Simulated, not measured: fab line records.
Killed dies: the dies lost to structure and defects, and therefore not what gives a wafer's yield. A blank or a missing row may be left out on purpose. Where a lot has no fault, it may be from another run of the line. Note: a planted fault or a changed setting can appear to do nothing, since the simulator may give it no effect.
fab line records	flow n5Finfet
[record] lots = 24	wafers = 72	lastDay = 18
route steps=1938 shown BEOL_M14@1732 BEOL_M15@1817
lots untouched by any fault: they come from a run of this same line in which no faults occurred
startH: start of the lot's first displayed wafer, in hours after the record's first day	waitH: how many hours have passed since the lot's step before this one	" unchanged from the row above	L1.1+2: a row that stands for several wafers	- either no value or no given start	* or withheld: withheld	< > ~ a bound
route shown NAME@n: a module of which the file shows steps, and the number in the route of the first	usual: the fault-free wafers' mean and standard deviation	same: alike in all rows	chamber/n: place in a boat	sites: each site's reading	_std_site: standard deviation across them	_edge_site: mean of outer sites minus mean of inner sites	radiusMm: for every site, how far away it sits from the centre of the wafer	mask NAME#n: copy n	behind: the last tool/chamber to shape the wafer	hold: cause of the lot's hold/its duration in hours/its outcome	device: transistor that didn't switch, given as n, p or np	end of line: tests run on the same wafers once the route is complete	a step with no rows: only its recipe	killed: dies that structure and defects cost at the first sort, which is not the same as the wafer's yield	map: shows each die of a wafer: x if killed, . if not, _ if none is there
set.NAME: the run value of the setting; set.NAME@STEP: its run value at that earlier step	model.NAME: the simulator's own value behind a step, which no gauge read
route steps across a sampled set of lots; one table per step, one row per wafer
services: from which hour (startH, from the record's first day; less than 0 if before it) a tool's chamber was out of use, for how many hours, and why
[[steps]]
[step N5_BEOL_M14_STRIP_63]
[recipe] chemistry = O2	powerW = 600	tempC = 60	pressureMtorr = 30	rfFrequencyHz = 6e+07	biasPowerW = 0	overashFraction = 0.3	o2FlowSccm = 225
[usual] drypumpMotorCurrentA = 5.8/0.45	oesProductAu = 0.78/0.086	rfVppV = 3.6/0.91	showerheadPlenumPTorr = 2.051/0.029	throttleValvePct = 16.68/0.23
lot.wafer	tool	chamber	startH	waitH	drypumpMotorCurrentA	oesProductAu	rfHoursCounterH	rfVppV	showerheadPlenumPTorr	throttleValvePct
L074.1	rieDiel-05	3	-	-	5.7	0.69	241	4.5	2.065	17.17
L074.2	"	2	"	"	5.1	0.70	202	2.9	1.991	16.82
L074.5	"	2	"	"	5.1	0.70	-	2.6	1.991	16.83
L075.1	rieDiel-01	3	-	-	4.8	0.71	228	3.5	2.063	16.89
L075.2	"	2	"	"	5.7	0.88	40	3.8	2.046	16.67
L075.3	"	0	"	"	6.5	0.84	74	2.0	2.040	16.32
L076.3	rieDiel-02	2	-	-	6.0	0.70	199	3.7	2.072	17.12
L076.4	"	3	"	"	6.1	0.74	144	2.1	2.100	16.61
L076.6	"	0	"	"	5.6	0.76	-	2.9	2.020	16.74
L077.4	rieDiel-02	0	-	-	5.6	0.75	142	4.0	2.018	16.75
L077.5	"	0	"	"	5.6	0.76	-	4.2	2.019	16.73
L077.6	"	3	"	"	6.1	0.74	-	3.4	2.099	16.65
L080.1	rieDiel-01	2	-	-	5.7	0.88	49	2.9	2.044	16.71
L080.4	"	1	"	"	5.7	0.94	9	4.9	2.061	16.43
L080.5	"	3	"	"	4.8	0.69	-	2.9	2.060	16.91
L079.2	rieDiel-02	3	-	-	6.0	0.75	153	2.5	2.096	16.67
L079.4	"	0	"	"	5.6	0.77	147	4.3	2.017	16.79
L079.6	"	1	"	"	6.1	0.69	-	4.4	2.087	16.58
L078.4	rieDiel-02	0	-	-	5.6	0.75	147	3.4	2.017	16.77
L078.5	"	2	"	"	6.0	0.72	-	2.1	2.069	17.12
L078.6	"	1	"	"	6.1	0.69	-	4.6	2.086	16.61
L081.3	rieDiel-02	1	-	-	6.1	0.68	200	3.8	2.086	16.61
L081.5	"	1	"	"	6.1	0.69	-	4.5	2.085	16.58
L081.6	"	2	"	"	6.0	0.69	-	1.9	2.068	17.09
L082.1	rieDiel-02	1	-	-	6.1	0.68	203	5.5	2.085	16.61
L082.3	"	3	"	"	6.1	0.73	158	4.0	2.095	16.65
L082.5	"	1	"	"	6.1	0.68	-	2.9	2.085	16.59
L085.1	rieDiel-02	3	-	-	6.1	0.73	161	5.1	2.094	16.68
L085.2	"	0	"	"	5.6	0.74	156	3.8	2.014	16.81
L085.3	"	2	"	"	5.9	0.70	216	2.7	2.066	17.12
L083.2	rieDiel-02	0	-	-	5.7	0.75	159	3.5	2.013	16.80
L083.5	"	1	"	"	6.1	0.68	-	3.6	2.082	16.64
L083.6	"	2	"	"	6.0	0.71	-	4.9	2.066	17.14
L084.1	rieDiel-01	0	-	-	6.5	0.79	101	4.1	2.031	16.35
L084.3	"	1	"	"	5.7	0.91	27	3.0	2.055	16.45
L084.6	"	1	"	"	5.7	0.90	-	2.4	2.055	16.44
L087.2	rieDiel-01	2	-	-	5.7	0.84	69	2.4	2.036	16.74
L087.3	"	0	"	"	6.6	0.79	102	3.0	2.030	16.33
L087.6	"	1	"	"	5.7	0.90	-	4.3	2.055	16.45
L086.3	rieDiel-02	3	-	-	6.0	0.72	168	4.2	2.092	16.67
L086.4	"	1	"	"	6.1	0.68	215	3.4	2.080	16.65
L086.5	"	0	"	"	5.6	0.74	-	2.7	2.012	16.83
L090.1	rieDiel-01	1	-	-	5.7	0.90	35	3.4	2.053	16.47
L090.2	"	3	"	"	4.8	0.98	0	4.7	2.056	16.48
L090.6	"	2	"	"	5.7	0.85	-	3.0	2.034	16.75
L088.2	rieDiel-05	2	-	-	5.1	0.67	239	4.6	1.978	16.90
L088.4	"	3	"	"	5.7	0.97	10	2.8	2.059	16.71
L088.6	"	3	"	"	5.7	0.96	-	3.2	2.058	16.72
L091.1	rieDiel-02	1	-	-	6.1	0.67	221	3.8	2.079	16.63
L091.4	"	0	"	"	5.6	0.73	170	4.9	2.010	16.78
L091.6	"	1	"	"	6.1	0.68	-	4.4	2.078	16.63
L089.2	rieDiel-05	2	-	-	5.1	0.67	242	3.1	1.977	16.90
L089.3	"	3	"	"	5.7	0.94	13	3.2	2.058	16.75
L089.6	"	1	"	"	6.0	0.83	-	4.4	2.045	16.43
L092.3	rieDiel-01	3	-	-	4.8	0.94	5	2.9	2.054	16.51
L092.4	"	0	"	"	6.5	0.78	118	3.9	2.024	16.40
L092.6	"	2	"	"	5.7	0.83	-	1.4	2.031	16.78
L093.1	rieDiel-05	0	-	-	5.1	0.88	41	3.5	2.059	16.40
L093.3	"	3	"	"	5.8	0.94	15	4.2	2.057	16.72
L093.4	"	1	"	"	6.0	0.85	57	4.8	2.043	16.41
L094.1	rieDiel-02	3	-	-	6.0	0.70	183	3.7	2.087	16.72
L094.5	"	3	"	"	6.1	0.71	-	4.3	2.087	16.72
L094.6	"	0	"	"	5.7	0.73	-	2.4	2.007	16.83
L095.2	rieDiel-01	1	-	-	5.8	0.87	53	2.9	2.046	16.52
L095.5	"	2	"	"	5.7	0.81	-	4.2	2.028	16.80
L095.6	"	3	"	"	4.8	0.91	-	4.4	2.051	16.52
L096.1	rieDiel-01	0	-	-	6.5	0.78	129	2.1	2.021	16.39
L096.2	"	2	"	"	5.7	0.81	96	3.0	2.027	16.79
L096.3	"	1	"	"	5.7	0.86	55	2.1	2.046	16.51
L097.1	rieDiel-01	3	-	-	4.8	0.91	21	3.8	2.049	16.55
L097.2	"	2	"	"	5.7	0.81	100	4.3	2.026	16.80
L097.4	"	1	"	"	5.7	0.87	59	4.3	2.044	16.56
[step N5_BEOL_M14_ETCH_67]
[recipe] chemistry = CF4	target = SiARC	targetDepthA = 1430	timeS = 238.3	ionEnergyEv = 80	pressureMtorr = 40	sourceW = 545	biasW = 36	Ar_flow_sccm = 100	cf4FlowSccm = 100	ends = cleared
[usual] drypumpMotorCurrentA = 5.7/0.46	etchRfOnTimeS = 237/4.3	oesProductAu = 0.69/0.083	rfVppV = 183.5/0.96	showerheadPlenumPTorr = 2.09/0.03	throttleValvePct = 15.56/0.27
lot.wafer	tool	chamber	startH	waitH	drypumpMotorCurrentA	etchRfOnTimeS	oesProductAu	rfHoursCounterH	rfVppV	showerheadPlenumPTorr	throttleValvePct
L074.1	rieDiel-02	3	240.64	0.0	6.1	237	0.64	138	185.1	2.15	15.60
L074.2	"	2	"	"	6.0	246	0.61	191	184.4	2.13	16.11
L074.5	"	2	"	"	6.0	245	0.61	-	185.0	2.13	16.10
L075.1	rieDiel-05	0	256.34	0.0	5.1	235	0.82	4	182.9	2.10	15.18
L075.2	"	2	"	"	5.2	241	0.59	207	182.4	2.04	15.80
L075.3	"	1	"	"	6.0	234	0.77	21	183.3	2.10	15.29
L076.3	rieDiel-02	0	262.37	0.0	5.6	237	0.65	139	183.2	2.06	15.65
L076.4	"	3	"	"	6.1	234	0.64	145	184.3	2.14	15.58
L076.6	"	3	"	"	6.1	235	0.64	-	183.6	2.15	15.60
L077.4	rieDiel-05	1	271.22	0.1	6.0	232	0.77	-	184.3	2.10	15.29
L077.5	"	0	"	"	5.1	233	0.80	-	184.8	2.10	15.19
L077.6	"	2	"	"	5.1	236	0.59	-	181.8	2.04	15.79
L080.1	rieDiel-01	2	280.85	0.0	5.7	233	0.75	49	183.7	2.10	15.68
L080.4	"	3	"	"	4.8	241	0.59	238	183.5	2.12	15.94
L080.5	"	1	"	"	5.7	229	0.83	-	184.4	2.10	15.34
L079.2	rieDiel-05	1	281.99	0.0	6.0	235	0.76	27	185.1	2.10	15.28
L079.4	"	0	"	"	5.1	237	0.79	10	182.3	2.10	15.17
L079.6	"	2	"	"	5.1	239	0.59	-	182.9	2.04	15.78
L078.4	rieDiel-02	3	282.42	0.0	6.0	237	0.63	154	185.3	2.14	15.62
L078.5	"	3	"	"	6.0	236	0.64	-	182.6	2.14	15.62
L078.6	"	0	"	"	5.6	237	0.64	-	183.3	2.06	15.67
L081.3	rieDiel-05	1	285.36	0.0	6.0	233	0.76	29	183.8	2.10	15.27
L081.5	"	0	"	"	5.1	235	0.79	-	184.7	2.10	15.18
L081.6	"	1	"	"	6.0	232	0.77	-	183.7	2.10	15.27
L082.1	rieDiel-05	1	297.35	0.0	6.0	235	0.76	32	184.3	2.10	15.29
L082.3	"	2	"	"	5.1	239	0.59	220	181.8	2.03	15.81
L082.5	"	0	"	"	5.1	237	0.78	-	183.7	2.10	15.20
L085.1	rieDiel-05	2	308.18	0.0	5.1	238	0.59	225	182.7	2.03	15.81
L085.2	"	0	"	"	5.1	234	0.78	21	184.1	2.10	15.21
L085.3	"	1	"	"	6.0	233	0.75	38	183.9	2.10	15.30
L083.2	rieDiel-01	1	316.26	0.0	5.7	230	0.79	24	184.4	2.10	15.38
L083.5	"	0	"	"	6.5	237	0.69	-	182.8	2.08	15.31
L083.6	"	1	"	"	5.7	229	0.79	-	184.0	2.10	15.37
L084.1	rieDiel-02	1	322.50	0.0	6.1	240	0.58	213	183.3	2.12	15.55
L084.3	"	0	"	"	5.7	237	0.64	161	183.0	2.05	15.68
L084.6	"	1	"	"	6.1	238	0.58	-	185.1	2.12	15.57
L087.2	rieDiel-05	1	324.05	0.0	6.0	236	0.74	44	184.4	2.09	15.31
L087.3	"	0	"	"	5.1	239	0.76	27	184.1	2.10	15.22
L087.6	"	1	"	"	6.0	235	0.74	-	183.5	2.09	15.32
L086.3	rieDiel-05	1	330.85	0.0	6.0	232	0.73	46	184.2	2.09	15.33
L086.4	"	3	"	"	5.7	235	0.84	5	184.6	2.11	15.66
L086.5	"	2	"	"	5.2	235	0.59	-	183.0	2.03	15.83
L090.1	rieDiel-01	3	340.13	0.0	4.8	235	0.83	0	182.3	2.11	15.47
L090.2	"	0	"	"	6.5	236	0.68	110	182.8	2.07	15.33
L090.6	"	0	"	"	6.5	237	0.68	-	182.9	2.07	15.33
L088.2	rieDiel-01	0	344.34	0.0	6.5	236	0.68	112	182.0	2.07	15.33
L088.4	"	2	"	"	5.7	231	0.72	-	183.0	2.09	15.75
L088.6	"	0	"	"	6.5	238	0.68	-	184.0	2.07	15.32
L091.1	rieDiel-05	1	347.29	0.0	5.9	236	0.72	53	183.6	2.09	15.34
L091.4	"	2	"	"	5.1	240	0.57	240	182.8	2.03	15.84
L091.6	"	2	"	"	5.1	238	0.57	-	180.8	2.03	15.84
L089.2	rieDiel-01	0	353.88	0.0	6.5	239	0.67	116	183.3	2.07	15.34
L089.3	"	2	"	"	5.7	233	0.71	82	184.6	2.09	15.75
L089.6	"	2	"	"	5.7	230	0.72	-	183.4	2.09	15.73
L092.3	rieDiel-02	2	360.39	0.0	5.9	244	0.59	234	184.4	2.12	16.17
L092.4	"	0	"	"	5.6	236	0.62	174	183.0	2.05	15.71
L092.6	"	2	"	"	5.9	248	0.58	-	183.1	2.12	16.18
L093.1	rieDiel-02	1	361.06	0.0	6.1	237	0.57	226	183.2	2.12	15.59
L093.3	"	3	"	"	6.1	233	0.62	180	184.3	2.13	15.66
L093.4	"	0	"	"	5.6	236	0.63	174	182.8	2.05	15.70
L094.1	rieDiel-02	2	372.03	0.0	6.0	247	0.58	239	185.2	2.12	16.18
L094.5	"	3	"	"	6.1	239	0.61	-	184.3	2.13	15.67
L094.6	"	2	"	"	6.0	249	0.58	-	183.6	2.12	16.19
L095.2	rieDiel-01	2	384.37	0.0	5.7	232	0.70	94	185.1	2.08	15.76
L095.5	"	0	"	"	6.5	241	0.67	-	182.4	2.07	15.36
L095.6	"	3	"	"	4.8	240	0.78	-	184.4	2.11	15.50
L096.1	rieDiel-05	3	388.32	0.0	5.8	240	0.77	27	183.1	2.10	15.70
L096.2	"	0	"	"	5.0	235	0.72	53	182.0	2.09	15.26
L096.3	"	1	"	"	6.0	237	0.70	70	183.0	2.08	15.37
L097.1	rieDiel-01	3	396.04	0.0	4.8	237	0.76	21	182.4	2.10	15.50
L097.2	"	2	"	"	5.7	230	0.70	100	184.2	2.08	15.77
L097.4	"	0	"	"	6.5	239	0.66	134	186.0	2.07	15.37
[step N5_BEOL_M14_OCD_MEAS_35]
[usual] trenchDepthNm = 558/10
lot.wafer	tool	chamber	startH	waitH	trenchDepthNm
L074.1	ocd-01	-	241.22	0.0	564
L074.2	"	-	"	"	544
L074.5	"	-	"	"	546
L075.1	ocd-01	-	256.91	0.0	560
L075.2	"	-	"	"	550
L075.3	"	-	"	"	560
L076.3	ocd-02	-	262.95	0.0	565
L076.4	"	-	"	"	568
L076.6	"	-	"	"	565
L077.4	ocd-01	-	271.72	0.0	566
L077.5	"	-	"	"	568
L077.6	"	-	"	"	557
L080.1	ocd-02	-	281.43	0.0	575
L080.4	"	-	"	"	550
L080.5	"	-	"	"	573
L079.2	ocd-02	-	282.57	0.0	567
L079.4	"	-	"	"	560
L079.6	"	-	"	"	554
L078.4	ocd-01	-	283.00	0.0	558
L078.5	"	-	"	"	558
L078.6	"	-	"	"	558
L081.3	ocd-01	-	285.93	0.0	574
L081.5	"	-	"	"	563
L081.6	"	-	"	"	571
L082.1	ocd-01	-	297.93	0.0	569
L082.3	"	-	"	"	554
L082.5	"	-	"	"	559
L085.1	ocd-01	-	308.76	0.0	549
L085.2	"	-	"	"	558
L085.3	"	-	"	"	564
L083.2	ocd-02	-	316.83	0.0	572
L083.5	"	-	"	"	551
L083.6	"	-	"	"	575
L084.1	ocd-02	-	323.07	0.0	548
L084.3	"	-	"	"	555
L084.6	"	-	"	"	552
L087.2	ocd-02	-	324.63	0.0	564
L087.3	"	-	"	"	560
L087.6	"	-	"	"	564
L086.3	ocd-01	-	331.43	0.0	568
L086.4	"	-	"	"	558
L086.5	"	-	"	"	554
L090.1	ocd-02	-	340.71	0.0	555
L090.2	"	-	"	"	550
L090.6	"	-	"	"	554
L088.2	ocd-02	-	344.92	0.0	559
L088.4	"	-	"	"	573
L088.6	"	-	"	"	553
L091.1	ocd-02	-	347.86	0.0	556
L091.4	"	-	"	"	547
L091.6	"	-	"	"	544
L089.2	ocd-01	-	354.45	0.0	542
L089.3	"	-	"	"	569
L089.6	"	-	"	"	570
L092.3	ocd-01	-	360.97	0.0	534
L092.4	"	-	"	"	558
L092.6	"	-	"	"	534
L093.1	ocd-02	-	361.63	0.0	556
L093.3	"	-	"	"	557
L093.4	"	-	"	"	563
L094.1	ocd-01	-	372.60	0.0	531
L094.5	"	-	"	"	552
L094.6	"	-	"	"	534
L095.2	ocd-02	-	384.95	0.0	570
L095.5	"	-	"	"	546
L095.6	"	-	"	"	555
L096.1	ocd-01	-	388.89	0.0	545
L096.2	"	-	"	"	558
L096.3	"	-	"	"	559
L097.1	ocd-01	-	396.61	0.0	559
L097.2	"	-	"	"	566
L097.4	"	-	"	"	549
[step N5_BEOL_M14_ANNEAL_48]
[recipe] tempC = 225	timeS = 90	ambient = N2
[usual] wafer_temp_C_max = 226.31/0.29
[same] timeS = 90
lot.wafer	tool	chamber	startH	waitH	wafer_temp_C_max
L074.1	rtpAnneal-01	0	242.84	0.7	226.74
L074.2	"	0	"	"	226.61
L074.5	"	0	"	"	226.29
L075.1	rtpAnneal-01	0	258.75	0.1	226.26
L075.2	"	0	"	"	226.15
L075.3	"	0	"	"	226.16
L076.3	rtpAnneal-01	0	265.75	0.2	226.20
L076.4	"	0	"	"	226.41
L076.6	"	0	"	"	226.30
L077.4	rtpAnneal-01	0	274.01	0.2	225.98
L077.5	"	0	"	"	227.03
L077.6	"	0	"	"	226.32
L080.1	rtpAnneal-02	0	283.02	0.1	225.99
L080.4	"	0	"	"	226.06
L080.5	"	0	"	"	226.37
L079.2	rtpAnneal-02	0	283.58	0.2	226.26
L079.4	"	0	"	"	226.35
L079.6	"	0	"	"	226.33
L078.4	rtpAnneal-01	0	286.10	0.3	226.46
L078.5	"	0	"	"	226.10
L078.6	"	0	"	"	226.17
L081.3	rtpAnneal-01	0	292.15	1.0	226.31
L081.5	"	0	"	"	226.32
L081.6	"	0	"	"	226.12
L082.1	rtpAnneal-01	0	299.45	0.4	226.17
L082.3	"	0	"	"	226.35
L082.5	"	0	"	"	226.19
L085.1	rtpAnneal-01	0	312.96	1.0	226.59
L085.2	"	0	"	"	226.32
L085.3	"	0	"	"	226.67
L083.2	rtpAnneal-02	0	321.34	0.4	225.66
L083.5	"	0	"	"	225.66
L083.6	"	0	"	"	226.14
L084.1	rtpAnneal-01	0	324.19	0.1	226.94
L084.3	"	0	"	"	225.85
L084.6	"	0	"	"	226.77
L087.2	rtpAnneal-01	0	328.37	0.2	226.46
L087.3	"	0	"	"	226.50
L087.6	"	0	"	"	226.54
L086.3	rtpAnneal-02	0	333.55	0.3	225.86
L086.4	"	0	"	"	226.19
L086.5	"	0	"	"	226.67
L090.1	rtpAnneal-01	0	342.31	0.2	226.24
L090.2	"	0	"	"	226.68
L090.6	"	0	"	"	226.09
L088.2	rtpAnneal-01	0	351.10	0.9	226.57
L088.4	"	0	"	"	226.33
L088.6	"	0	"	"	226.05
L091.1	rtpAnneal-02	0	351.31	0.9	226.27
L091.4	"	0	"	"	226.46
L091.6	"	0	"	"	226.38
L089.2	rtpAnneal-01	0	358.86	0.5	226.35
L089.3	"	0	"	"	226.02
L089.6	"	0	"	"	226.96
L092.3	rtpAnneal-01	0	365.13	0.2	226.20
L092.4	"	0	"	"	226.79
L092.6	"	0	"	"	226.21
L093.1	rtpAnneal-01	0	368.15	0.1	226.47
L093.3	"	0	"	"	226.06
L093.4	"	0	"	"	226.37
L094.1	rtpAnneal-01	0	375.28	0.1	226.18
L094.5	"	0	"	"	226.09
L094.6	"	0	"	"	226.19
L095.2	rtpAnneal-01	0	387.34	0.2	226.56
L095.5	"	0	"	"	226.40
L095.6	"	0	"	"	226.56
L096.1	rtpAnneal-01	0	392.90	0.1	226.41
L096.2	"	0	"	"	226.28
L096.3	"	0	"	"	226.05
L097.1	rtpAnneal-01	0	398.71	0.1	226.31
L097.2	"	0	"	"	226.33
L097.4	"	0	"	"	226.69
[step N5_BEOL_M14_DEP_53]
[recipe] material = SiCN	targetThkA = 500	tempC = withheld	precursor = 3MS/NH3	pressureTorr = 3	rfW = 675	timeS = 17.8
[usual] showerheadPlenumPTorr = 4.156/0.019	throttleValvePct = 18.2/0.95
[same] timeS = 17.8
lot.wafer	tool	chamber	startH	waitH	showerheadPlenumPTorr	throttleValvePct
L074.1	pecvd-02	0	243.51	0.0	4.158	18.4
L074.2	"	2	"	"	4.123	17.1
L074.5	"	1	"	"	4.164	18.4
L075.1	pecvd-04	1	259.40	0.0	4.170	17.1
L075.2	"	2	"	"	4.183	17.2
L075.3	"	0	"	"	4.155	19.6
L076.3	pecvd-01	1	266.32	0.0	4.126	17.8
L076.4	"	2	"	"	4.176	17.7
L076.6	"	0	"	"	4.153	19.5
L077.4	pecvd-04	2	274.55	0.0	4.164	17.1
L077.5	"	0	"	"	4.143	19.5
L077.6	"	1	"	"	4.172	17.6
L080.1	pecvd-04	2	283.67	0.0	4.174	17.3
L080.4	"	1	"	"	4.184	17.2
L080.5	"	0	"	"	4.157	19.7
L079.2	pecvd-04	2	284.19	0.0	4.176	17.2
L079.4	"	2	"	"	4.168	17.2
L079.6	"	0	"	"	4.161	19.8
L078.4	pecvd-01	0	286.64	0.0	4.144	19.6
L078.5	"	2	"	"	4.186	17.9
L078.6	"	1	"	"	4.135	17.5
L081.3	pecvd-02	1	292.73	0.0	4.154	18.5
L081.5	"	0	"	"	4.150	18.3
L081.6	"	1	"	"	4.156	18.5
L082.1	pecvd-02	0	300.10	0.0	4.154	18.2
L082.3	"	2	"	"	4.108	17.2
L082.5	"	1	"	"	4.167	18.4
L085.1	pecvd-04	2	313.62	0.0	4.164	17.4
L085.2	"	0	"	"	4.149	19.6
L085.3	"	1	"	"	4.173	17.1
L083.2	pecvd-02	1	321.99	0.0	4.154	18.6
L083.5	"	1	"	"	4.156	18.6
L083.6	"	0	"	"	4.159	18.4
L084.1	pecvd-01	0	324.88	0.0	4.147	20.0
L084.3	"	2	"	"	4.179	18.0
L084.6	"	2	"	"	4.167	17.7
L087.2	pecvd-04	0	328.98	0.0	4.160	19.8
L087.3	"	2	"	"	4.175	17.3
L087.6	"	1	"	"	4.177	17.4
L086.3	pecvd-01	2	334.13	0.0	4.183	17.9
L086.4	"	0	"	"	4.152	19.6
L086.5	"	2	"	"	4.177	17.8
L090.1	pecvd-04	1	342.97	0.0	4.179	17.1
L090.2	"	0	"	"	4.155	19.3
L090.6	"	2	"	"	4.166	17.0
L088.2	pecvd-04	0	351.71	0.0	4.156	19.9
L088.4	"	2	"	"	4.180	17.4
L088.6	"	1	"	"	4.169	17.1
L091.1	pecvd-01	1	351.96	0.0	4.124	17.3
L091.4	"	0	"	"	4.150	19.7
L091.6	"	1	"	"	4.136	17.8
L089.2	pecvd-04	0	359.48	0.0	4.152	19.7
L089.3	"	0	"	"	4.156	19.2
L089.6	"	2	"	"	4.164	17.3
L092.3	pecvd-01	0	365.69	0.0	4.144	19.6
L092.4	"	2	"	"	4.174	17.9
L092.6	"	0	"	"	4.148	19.7
L093.1	pecvd-02	1	368.81	0.0	4.157	18.3
L093.3	"	0	"	"	4.140	18.4
L093.4	"	2	"	"	4.115	17.2
L094.1	pecvd-01	2	375.93	0.0	4.166	17.9
L094.5	"	2	"	"	4.179	17.9
L094.6	"	0	"	"	4.153	19.8
L095.2	pecvd-02	2	387.95	0.0	4.111	17.0
L095.5	"	0	"	"	4.163	18.6
L095.6	"	2	"	"	4.120	17.3
L096.1	pecvd-01	1	393.56	0.0	4.132	17.7
L096.2	"	0	"	"	4.151	19.3
L096.3	"	2	"	"	4.175	18.2
L097.1	pecvd-01	2	399.38	0.0	4.182	18.0
L097.2	"	0	"	"	4.142	19.6
L097.4	"	1	"	"	4.130	17.6
[step N5_BEOL_M15_DEGAS_41]
[recipe] ambient = vacuum	tempC = 300	timeS = 60
[usual] heaterPowerW = 466/58
[same] timeS = 60
lot.wafer	tool	chamber	startH	waitH	heaterPowerW
L074.1	pvdSputter-01	-	247.89	0.4	531
L074.2	"	-	"	"	342
L074.5	"	-	"	"	493
L075.1	pvdSputter-02	-	262.55	0.2	502
L075.2	"	-	"	"	419
L075.3	"	-	"	"	436
L076.3	pvdSputter-03	-	271.07	1.3	526
L076.4	"	-	"	"	469
L076.6	"	-	"	"	422
L077.4	pvdSputter-02	-	278.67	0.6	421
L077.5	"	-	"	"	431
L077.6	"	-	"	"	499
L080.1	pvdSputter-01	-	290.16	0.4	486
L080.4	"	-	"	"	474
L080.5	"	-	"	"	535
L079.2	pvdSputter-01	-	292.62	1.8	340
L079.4	"	-	"	"	480
L079.6	"	-	"	"	480
L078.4	pvdSputter-03	-	293.30	0.3	515
L078.5	"	-	"	"	425
L078.6	"	-	"	"	520
L081.3	pvdSputter-03	-	297.86	0.4	506
L081.5	"	-	"	"	424
L081.6	"	-	"	"	519
L082.1	pvdSputter-01	-	304.78	0.3	528
L082.3	"	-	"	"	352
L082.5	"	-	"	"	343
L085.1	pvdSputter-01	-	319.78	0.4	482
L085.2	"	-	"	"	522
L085.3	"	-	"	"	341
L083.2	pvdSputter-03	-	329.27	0.1	477
L083.5	"	-	"	"	469
L083.6	"	-	"	"	408
L084.1	pvdSputter-02	-	329.75	0.3	405
L084.3	"	-	"	"	522
L084.6	"	-	"	"	485
L087.2	pvdSputter-01	-	332.83	0.2	537
L087.3	"	-	"	"	340
L087.6	"	-	"	"	497
L086.3	pvdSputter-03	-	337.59	0.4	519
L086.4	"	-	"	"	524
L086.5	"	-	"	"	470
L090.1	pvdSputter-03	-	350.12	0.3	420
L090.2	"	-	"	"	524
L090.6	"	-	"	"	518
L091.1	pvdSputter-01	-	356.47	0.7	481
L091.4	"	-	"	"	535
L091.6	"	-	"	"	472
L088.2	pvdSputter-01	-	358.77	0.4	482
L088.4	"	-	"	"	337
L088.6	"	-	"	"	525
L089.2	pvdSputter-01	-	364.16	0.3	474
L089.3	"	-	"	"	477
L089.6	"	-	"	"	480
L092.3	pvdSputter-03	-	369.05	0.0	515
L092.4	"	-	"	"	523
L092.6	"	-	"	"	517
L093.1	pvdSputter-02	-	372.11	0.3	492
L093.3	"	-	"	"	423
L093.4	"	-	"	"	408
L094.1	pvdSputter-03	-	380.31	0.2	514
L094.5	"	-	"	"	414
L094.6	"	-	"	"	515
L095.2	pvdSputter-03	-	392.85	0.5	520
L095.5	"	-	"	"	511
L095.6	"	-	"	"	511
L096.1	pvdSputter-02	-	397.80	0.4	421
L096.2	"	-	"	"	503
L096.3	"	-	"	"	511
L097.1	pvdSputter-01	-	404.25	0.3	353
L097.2	"	-	"	"	499
L097.4	"	-	"	"	489
[[services]]
tool	chamber	startH	hours	kind
rieDiel-05	3	217.36	2.8	repair
rieDiel-01	1	226.12	7.0	repair
rieDiel-01	1	233.20	-	clean
rieDiel-01	1	233.20	-	consumableReplace:focusRing
rieDiel-01	1	233.20	23.2	scheduledDown
rieDiel-01	1	233.20	23.2	ventCycle
pecvd-01	-	256.49	0.9	repair
rieDiel-05	-	271.96	10.0	pm
rieDiel-05	3	292.57	28.2	repair
rieDiel-01	3	306.54	-	clean
rieDiel-01	3	306.54	-	consumableReplace:focusRing
rieDiel-01	3	306.54	32.1	scheduledDown
rieDiel-01	3	306.54	32.1	ventCycle
pecvd-02	-	310.09	0.5	repair
rieDiel-05	-	311.93	2.8	pm
pvdSputter-03	-	316.18	2.9	repair
rieDiel-05	3	321.20	7.7	repair
pecvd-02	-	326.05	14.6	pm
rieDiel-01	3	343.36	5.8	repair
rtpAnneal-02	-	349.02	1.1	pm
rieDiel-02	1	374.63	3.0	repair
rieDiel-02	-	380.59	14.6	pm
rieDiel-05	1	388.94	7.3	repair
rieDiel-05	-	402.34	1.1	repair
[[key]]
fault none
